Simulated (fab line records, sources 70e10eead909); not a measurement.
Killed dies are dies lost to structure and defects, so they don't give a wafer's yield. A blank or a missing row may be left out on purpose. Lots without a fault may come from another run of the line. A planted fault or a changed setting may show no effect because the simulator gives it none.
Which tool did it? | flow nand_harc | 13 lots, 38 wafers sampled, at 6 steps of a route of 1302

WHAT THE GAUGES READ, wafer by wafer
NHARC_P_ZERO_WELL_CD_MEAS_11: target cd 500 nm. Usual: cd_nm 499.8 nm, standard deviation 1.5.
lot  | measured     | on        | cd_nm (nm)        | flag
L599 | day 2 07:07  | cd_sem-03 | 497.0 498.7 500.1 |
L600 | day 2 17:16  | cd_sem-03 | 499.1 499.5 499.9 |
L601 | day 3 03:37  | cd_sem-01 | 501.3 501.2 499.4 |
L602 | day 3 13:14  | cd_sem-01 | 501.1 499.0 501.3 |
L603 | day 4 09:14  | cd_sem-01 | 499.6 523.6 522.7 | OFF
L604 | day 4 09:17  | cd_sem-03 | 497.7 498.4 499.1 |
L606 | day 5 05:24  | cd_sem-02 | 499.4 522.6       | OFF
L608 | day 6 01:07  | cd_sem-03 | 496.5 518.9 519.5 | OFF
L613 | day 8 03:14  | cd_sem-02 | 500.4 502.7 500.4 |
L614 | day 8 13:15  | cd_sem-03 | 499.7 501.2 500.0 |
L617 | day 9 19:14  | cd_sem-02 | 501.9 499.2 501.1 |
L620 | day 11 01:15 | cd_sem-01 | 498.8 498.2 499.8 |
L621 | day 11 11:14 | cd_sem-01 | 499.4 500.1 499.3 |

NHARC_P_ZERO_WELL_CD_MEAS_37: target cd 720 nm. Usual: cd_nm 720.1 nm, standard deviation 1.5.
lot  | measured     | on        | cd_nm (nm)        | flag
L599 | day 2 11:29  | cd_sem-03 | 721.1 720.5 721.7 |
L600 | day 2 20:14  | cd_sem-03 | 720.5 717.7 719.4 |
L601 | day 3 06:28  | cd_sem-03 | 721.1 721.9 722.4 |
L602 | day 3 16:28  | cd_sem-01 | 723.5 718.9 721.3 |
L603 | day 4 12:14  | cd_sem-01 | 720.0 721.6 720.5 |
L604 | day 4 12:24  | cd_sem-02 | 718.2 718.0 719.5 |
L606 | day 5 08:11  | cd_sem-03 | 718.0 720.4       |
L608 | day 6 05:34  | cd_sem-03 | 720.6 720.7 721.7 |
L613 | day 8 06:50  | cd_sem-03 | 720.0 719.2 718.6 |
L614 | day 8 16:09  | cd_sem-01 | 719.2 719.9 721.0 |
L617 | day 9 22:04  | cd_sem-01 | 717.7 718.5 719.7 |
L620 | day 11 04:16 | cd_sem-02 | 721.1 722.5 722.9 |
L621 | day 11 14:14 | cd_sem-02 | 721.5 720.4 720.4 |

NHARC_END_SORT_01. Usual: killed_at_array 56, standard deviation 21; killed_at_other 1.2, standard deviation 1.6; killed_at_periphery 3.7, standard deviation 2.5; killed_dies 61, standard deviation 21; killed_open 3.1, standard deviation 1.8; killed_short 2.8, standard deviation 1.7.
lot  | measured     | on        | killed_at_array | killed_at_other | killed_at_periphery | killed_dies | killed_open | killed_short | flag
L603 | day 26 20:16 | prober-01 | 85 75 54        | 1 1 1           | 6 7 5               | 92 83 60    | 4 5 4       | 8 2 1        |
L606 | day 28 06:15 | prober-02 | 57 68           | 2 1             | 2 1                 | 61 70       | 1 3         | 2 4          |
L608 | day 28 14:04 | prober-01 | 40 23 37        | 2 1 1           | 2 2 1               | 44 26 39    | 3 3 7       | 2 1 4        |
L613 | day 30 03:07 | prober-01 | 68 70 72        | 0 0 0           | 1 1 3               | 69 71 75    | 2 4 0       | 4 1 3        |
L621 | day 34 13:49 | prober-01 | 19 26 20        | 2 4 4           | 3 8 7               | 24 38 31    | 2 8 5       | 3 0 3        |

WHICH TOOL RAN EACH LOT (tool, then ch and the chambers of the sampled wafers, then the start)
lot  | NHARC_P_ZERO_WELL_PEB_09          | NHARC_P_STI_ETCH_42                | NHARC_P_STI_ETCH_15
L599 | litho_track-02 ch 0, day 2 07:02  | rie_diel-03 ch 0,1,2, day 3 09:28  | rie_si-02 ch 0,1,3, day 3 09:40
L600 | litho_track-02 ch 0, day 2 17:10  | rie_diel-01 ch 0,1,2, day 3 17:09  | rie_si-02 ch 1,2,3, day 3 17:22
L601 | litho_track-02 ch 0, day 3 03:31  | rie_diel-03 ch 0,1,3, day 4 00:49  | rie_si-02 ch 2,3, day 4 01:01
L602 | litho_track-02 ch 0, day 3 13:09  | rie_diel-01 ch 0,2,3, day 4 12:20  | rie_si-02 ch 1,3, day 4 12:32
L603 | litho_track-02 ch 0, day 4 09:09  | rie_diel-11 ch 0,1,2, day 5 08:50  | rie_si-03 ch 1,3, day 5 09:02
L604 | litho_track-05 ch 0, day 4 09:11  | rie_diel-01 ch 0,1, day 5 08:41    | rie_si-05 ch 0,2, day 5 08:52
L606 | litho_track-02 ch 0, day 5 05:19  | rie_diel-11 ch 2,3, day 6 02:40    | rie_si-05 ch 0, day 6 02:52
L608 | litho_track-02 ch 0, day 6 01:02  | rie_diel-01 ch 0,2, day 7 02:16    | rie_si-03 ch 0,2,3, day 7 02:29
L613 | litho_track-03 ch 0, day 8 03:10  | rie_diel-01 ch 1,2,3, day 9 02:27  | rie_si-05 ch 1,2,3, day 9 02:38
L614 | litho_track-03 ch 0, day 8 13:10  | rie_diel-01 ch 0,1,2, day 9 11:07  | rie_si-05 ch 1,2,3, day 9 11:19
L617 | litho_track-03 ch 0, day 9 19:09  | rie_diel-11 ch 0,1,2, day 10 19:43 | rie_si-03 ch 0,2,3, day 10 19:54
L620 | litho_track-02 ch 0, day 11 01:10 | rie_diel-01 ch 0,1,3, day 11 22:34 | rie_si-05 ch 0,1,3, day 11 22:45
L621 | litho_track-02 ch 0, day 11 11:10 | rie_diel-03 ch 0,1,2, day 12 08:30 | rie_si-02 ch 1,2,3, day 12 08:44
- NHARC_P_ZERO_WELL_PEB_09: peb time 80 s.
- NHARC_P_STI_ETCH_42: etches the open film in N2/H2, target depth 80 nm, overetch 24 nm, time 61 s.
- NHARC_P_STI_ETCH_15: etches the open film in HBr/Cl2, target depth 300 nm, time 100.1 s.

WHAT THE TOOLS THEMSELVES READ (means of the sampled wafers that have a number; where no wafer has one, the mark that the record gives instead)
NHARC_P_STI_ETCH_42. Usual: drypump_motor_current_A 5.5 A, standard deviation 0.32; oes_product_au 1.001 a.u., standard deviation 0.0077; rf_vpp_V 431 V, standard deviation 3; showerhead_plenum_p_Torr 2.04 Torr, standard deviation 0.11; throttle_valve_pct 14.173 %, standard deviation 0.0086.
lot  | tool        | drypump_motor_current_A (A) | oes_product_au (a.u.) | rf_vpp_V (V) | showerhead_plenum_p_Torr (Torr) | throttle_valve_pct (%) | flag
L599 | rie_diel-03 | 5.6                         | 1.001                 | 428          | 1.93                            | 14.172                 |
L600 | rie_diel-01 | 5.5                         | 1.007                 | 432          | 2.13                            | 14.180                 |
L601 | rie_diel-03 | 5.7                         | 0.991                 | 430          | 2.00                            | 14.179                 |
L602 | rie_diel-01 | 5.5                         | 1.003                 | 431          | 2.08                            | 14.173                 |
L603 | rie_diel-11 | 5.7                         | 1.001                 | 431          | 2.05                            | 14.168                 |
L604 | rie_diel-01 | 5.5                         | 1.000                 | 433          | 2.11                            | 14.177                 |
L606 | rie_diel-11 | 5.4                         | 1.008                 | 428          | 1.96                            | 14.171                 |
L608 | rie_diel-01 | 5.6                         | 0.999                 | 434          | 2.17                            | 14.174                 |
L613 | rie_diel-01 | 5.5                         | 1.005                 | 430          | 2.02                            | 14.169                 |
L614 | rie_diel-01 | 5.6                         | 1.007                 | 433          | 2.12                            | 14.169                 |
L617 | rie_diel-11 | 5.6                         | 0.997                 | 430          | 2.05                            | 14.167                 |
L620 | rie_diel-01 | 5.4                         | 0.995                 | 431          | 2.05                            | 14.180                 |
L621 | rie_diel-03 | 5.7                         | 0.991                 | 428          | 1.92                            | 14.168                 |

NHARC_P_STI_ETCH_15. Usual: drypump_motor_current_A 5.65 A, standard deviation 0.28; oes_product_au 1.000 a.u., standard deviation 0.0072; throttle_valve_pct 26.406 %, standard deviation 0.0092.
lot  | tool      | drypump_motor_current_A (A) | oes_product_au (a.u.) | throttle_valve_pct (%) | flag
L599 | rie_si-02 | 5.69                        | 1.006                 | 26.406                 |
L600 | rie_si-02 | 5.68                        | 0.998                 | 26.400                 |
L601 | rie_si-02 | 5.78                        | 0.997                 | 26.414                 |
L602 | rie_si-02 | 5.61                        | 1.002                 | 26.405                 |
L603 | rie_si-03 | 6.13                        | 0.992                 | 26.401                 |
L604 | rie_si-05 | 5.52                        | 1.011                 | 26.407                 |
L606 | rie_si-05 | 5.47                        | 1.005                 | 26.416                 |
L608 | rie_si-03 | 5.69                        | 1.010                 | 26.398                 |
L613 | rie_si-05 | 5.48                        | 0.998                 | 26.407                 |
L614 | rie_si-05 | 5.45                        | 1.001                 | 26.405                 |
L617 | rie_si-03 | 5.68                        | 1.014                 | 26.397                 |
L620 | rie_si-05 | 5.45                        | 1.001                 | 26.399                 |
L621 | rie_si-02 | 5.70                        | 0.992                 | 26.408                 |

THE ANSWER, worked out from the rows above alone
Rule: a lot is off if the mean of its wafers that have a number lies more than 3 standard deviations from the usual mean. A lot without any number at a reading at which 4 lots or more have one is off too. The other lots that the step has rows for count as sound. The gauges are gone through in route order, then the tools' own readings, and for those a lot's mean is taken as printed above. The first step at which some lot is off is used, and at that step the reading that is off furthest; a lot without a number counts as furthest.
Off: L603, L606, L608, at NHARC_P_ZERO_WELL_CD_MEAS_11 (cd_nm).
A tool fits if, at a process step before that reading, it ran every lot that is off, and no sound lot after the first of them. The gauges at NHARC_P_ZERO_WELL_CD_MEAS_11 are tried like those tools. None of those tried fits.

WHAT THE SIMULATOR HAD PUT IN
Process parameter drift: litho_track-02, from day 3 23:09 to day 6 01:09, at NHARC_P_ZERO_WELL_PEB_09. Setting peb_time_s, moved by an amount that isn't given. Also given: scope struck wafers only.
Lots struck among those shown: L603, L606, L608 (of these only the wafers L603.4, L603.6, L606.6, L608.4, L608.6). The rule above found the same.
